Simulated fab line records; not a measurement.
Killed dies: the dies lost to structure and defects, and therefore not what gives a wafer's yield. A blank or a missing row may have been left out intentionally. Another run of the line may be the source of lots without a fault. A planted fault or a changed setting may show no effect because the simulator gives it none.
A lot that was struck, set against a sound lot :: flow n5Finfet :: 17 out of 1938 route steps
Sound: these wafers, L878.3, L878.4, L878.5. Struck: wafers L881.4, L881.5. (L881.2 of the same lot was not struck and is left out.) The cause comes at the end.
Order at every step that has rows: each side's tool, ch and its chambers, its first start. Under that, the readings that differ: sound wafers :: struck wafers :: difference of the means :: sigmas: that difference in standard deviations of wafers without a fault.
alike: words and numbers the same on both sides, and readings whose means are apart by under 2 such deviations; not compared: readings that were withheld, readings missing a value for some wafer, numbers with overlapping values and no deviation given by the record, and bounds like >300 which may hide the same value.
Wherever a step has rows on one side only, a row that says differs or no value, or a row with sigmas, the two part there. When numbers do not overlap yet have no deviation, they are printed without sigmas and do not part them. A reading missing from all wafers of one side parts the sides only when that side holds two or more wafers.

N5_GATE_CUT_STRIP_42: strips in O2.
  sound on rieDiel-04 ch 0,1,3, day 6 21:11; struck on rieDiel-04 ch 0,1, day 8 01:05
  alike: chamberPressureMTorr, drypumpMotorCurrentA, oesProductAu, rfVppV, showerheadPlenumPTorr, throttleValvePct
  not compared: rfHoursCounterH
then, 2 steps without rows for these wafers: N5_GATE_CUT_ETCH_19 (etches SiNx in CH3F/O2, target depth 53.7 nm, time 76.7 s); N5_GATE_CUT_CUT_ETCH_53 (etches W in SF6/Cl2, target depth 79.2 nm).
N5_GATE_CUT_CUT_ETCH_54: etches TiN in Cl2/BCl3, target depth 96.7 nm.
  sound on rieMetal-03 ch 0,1, day 6 21:25; struck on rieMetal-01 ch 0,1, day 8 01:18
  alike: chamberPressureMTorr, drypumpMotorCurrentA, etchRfOnTimeS, oesProductAu, throttleValvePct
  not compared: rfHoursCounterH
then, 1 step without rows for these wafers: N5_GATE_CUT_CUT_ETCH_55 (etches HfO2 in BCl3, target depth 3.2 nm).
N5_GATE_CUT_ETCH_47: etches SiO2 in Cl2/BCl3, target depth 10 nm.
  sound on rieMetal-03 ch 0,1, day 6 21:30; struck on rieMetal-01 ch 0,1, day 8 01:23
  alike: chamberPressureMTorr, drypumpMotorCurrentA, oesProductAu, throttleValvePct
  not compared: rfHoursCounterH
then, 1 step without rows for these wafers: N5_GATE_CUT_VAPOR_ETCH_48 (etches TiN in BCl3/Cl2).
N5_GATE_CUT_VAPOR_ETCH_49: etches TiAlC in BCl3/Cl2.
  sound on rieMetal-03 ch 0,1, day 6 21:34; struck on rieMetal-01 ch 0,1, day 8 01:27
  alike: drypumpMotorCurrentA, oesProductAu
N5_GATE_CUT_VAPOR_ETCH_51: etches HfO2 in BCl3/Cl2.
  sound on rieMetal-03 ch 0,1, day 6 21:35; struck on rieMetal-01 ch 0,1, day 8 01:29
  alike: drypumpMotorCurrentA, oesProductAu
then, 3 steps without rows for these wafers: N5_GATE_CUT_STRIP_21 (strips in N2/H2, time 30 s); N5_GATE_CUT_STRIP_29 (strips in post etch residue remover, time 60 s); N5_GATE_CUT_SRD_52 (time 30 s).
N5_GATE_CUT_ALD_22: deposits SiNx, target thk 16 nm, pulse time 1 s, ald cycles 320.
  sound on aldSin-01 ch 0,1,3, day 6 21:47; struck on aldSin-01 ch 1, day 8 01:41
reading: aldCycles
sound: 320 320 320
struck: 367 367
difference: +47
sigmas: 

reading: model.SiNx_of_GATE_CUT_ALD_22.thkNm (nm)
sound: 15.8 16 16
struck: 18.4 18.4
difference: +2.5
sigmas: 
  alike: heaterPowerW, precursorPulseHeightRel
N5_GATE_CUT_CMP_23: polishes, stops on SiO2, t overpolish 23.4 s, target thk 16 nm.
  sound on cmp-03 ch 1,2,3, day 6 23:19; struck on cmp-04 ch 0,2, day 8 03:15
  alike: motorCurrentA
  not compared: model.SiNx_of_GATE_CUT_ALD_22.thkNm
N5_GATE_CUT_THK_MEAS_24:
  struck on filmMetro-01, day 8 03:28; sound on filmMetro-01, day 6 23:35
  alike: GC_FILL_THK
-- here the record skips 5 days between the struck wafers' starts before and after, leaving off in module GATE_CUT and picking up in module BEOL_M4 (first step shown: number 1111 of the route) --
N5_BEOL_M4_RC_MEAS_101:
  sound on prober-02 ch 0, day 10 20:01; struck on prober-02 ch 0, day 12 19:47
reading: SS_P (mV/dec)
sound: 73.7 73.7 75.0
struck: 71.9 72.8
difference: -1.8
sigmas: -3
  alike: DIBL_N, DIBL_P, IOFF_N, IOFF_P, ION_N, ION_P, SS_N, VT_N, VT_P
-- the record jumps here: 4 days lie between the struck wafers' starts before and after (it left off in module BEOL_M4 and takes up again in module PASSIVATION, whose first step shown is number 1936 of the route) --
N5_PASSIVATION_PROBE_49:
  only the struck wafers here have rows in the record (prober-02, day 16 17:25); the sound ones have none

## WHERE THEY PART
First at N5_BEOL_M4_RC_MEAS_101; last, within this record, at N5_PASSIVATION_PROBE_49.

WHY: whatever the simulator had introduced
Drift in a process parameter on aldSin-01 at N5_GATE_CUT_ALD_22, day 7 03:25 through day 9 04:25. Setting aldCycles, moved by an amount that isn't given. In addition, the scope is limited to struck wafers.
